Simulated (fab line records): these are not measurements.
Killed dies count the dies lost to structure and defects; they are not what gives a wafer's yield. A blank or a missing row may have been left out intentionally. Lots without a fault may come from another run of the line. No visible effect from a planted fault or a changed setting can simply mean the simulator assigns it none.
Which tool was responsible? | flow nandHarc | 7 lots, 21 wafers sampled, at 4 steps of a route of 1302

## WHAT THE GAUGES SHOWED, per wafer
NHARC_A_ONON_D1_THK_MEAS_24: measures by ellipsometry.
lot  | measured     | on           | thkNm (nm)
L104 | day 8 19:31  | filmMetro-01 | 1006 1005 1002
L108 | day 10 16:59 | filmMetro-02 | 994 990 994
L114 | day 13 03:15 | filmMetro-01 | 712 1002 1003
L116 | day 14 12:25 | filmMetro-02 | 697 988 987
L122 | day 16 07:30 | filmMetro-01 | 1007 1008 1008
L123 | day 16 19:38 | filmMetro-01 | 1018 1018 1019
L125 | day 17 16:47 | filmMetro-02 | 990 990 990

## WHICH TOOL RAN EACH LOT (tool, then ch and the chambers of the sampled wafers, then the start)
lot  | NHARC_P_BONDPAD_ANNEAL_28       | NHARC_P_BONDPAD_CMP_19        | NHARC_A_ONON_D1_DEP_22
L104 | rtpAnneal-01 ch 0, day 7 07:40  | cmp-04 ch 0,3, day 7 08:02    | pecvdOnon-03 ch 0, day 8 19:00
L108 | rtpAnneal-01 ch 0, day 9 04:37  | cmp-02 ch 0,1,2, day 9 04:58  | pecvdOnon-02 ch 0, day 10 16:32
L114 | rtpAnneal-02 ch 0, day 11 12:11 | cmp-04 ch 1,2,3, day 11 12:31 | pecvdOnon-02 ch 0, day 13 02:44
L116 | rtpAnneal-01 ch 0, day 13 00:08 | cmp-02 ch 0,2,3, day 13 00:29 | pecvdOnon-02 ch 0, day 14 11:58
L122 | rtpAnneal-01 ch 0, day 14 20:14 | cmp-04 ch 1,2,3, day 14 20:35 | pecvdOnon-01 ch 0, day 16 06:59
L123 | rtpAnneal-02 ch 0, day 15 07:53 | cmp-02 ch 2,3, day 15 08:11   | pecvdOnon-01 ch 0, day 16 19:10
L125 | rtpAnneal-02 ch 0, day 16 03:34 | cmp-04 ch 0,1,2, day 16 03:49 | pecvdOnon-02 ch 0, day 17 16:24
- NHARC_P_BONDPAD_ANNEAL_28: time 90 s.
- NHARC_P_BONDPAD_CMP_19: polishes, t overpolish 30 s, cu recess touch 16 s, target thk 160.81 nm.
- NHARC_A_ONON_D1_DEP_22: target thk 1000 nm.

## THE ANSWER, worked out from the rows above alone
Rule: the lots themselves supply what counts as usual. Put in order of their means at a reading, lots are off if they are a third of the lots or fewer, leave a main group of 4 or more, and stand apart from it by a gap of 3 or more times the standard deviation of the main group's means; of several such gaps the widest counts. The tables above print the reading to a certain number of digits; a main group whose means all agree to those digits is not used. A lot without any number at a reading at which 4 lots or more have one is off too. All remaining lots with rows at the step are treated as sound.
Off, at NHARC_A_ONON_D1_THK_MEAS_24 on thkNm: L114, L116. For the main group the mean is 1003 nm and the standard deviation 10.
A tool fits if, at a process step before that reading, it ran every lot that is off, and no sound lot after the first of them. The gauges at NHARC_A_ONON_D1_THK_MEAS_24 are tried like those tools. Not one of the candidates tried fits.

## WHAT WAS PUT IN BY THE SIMULATOR
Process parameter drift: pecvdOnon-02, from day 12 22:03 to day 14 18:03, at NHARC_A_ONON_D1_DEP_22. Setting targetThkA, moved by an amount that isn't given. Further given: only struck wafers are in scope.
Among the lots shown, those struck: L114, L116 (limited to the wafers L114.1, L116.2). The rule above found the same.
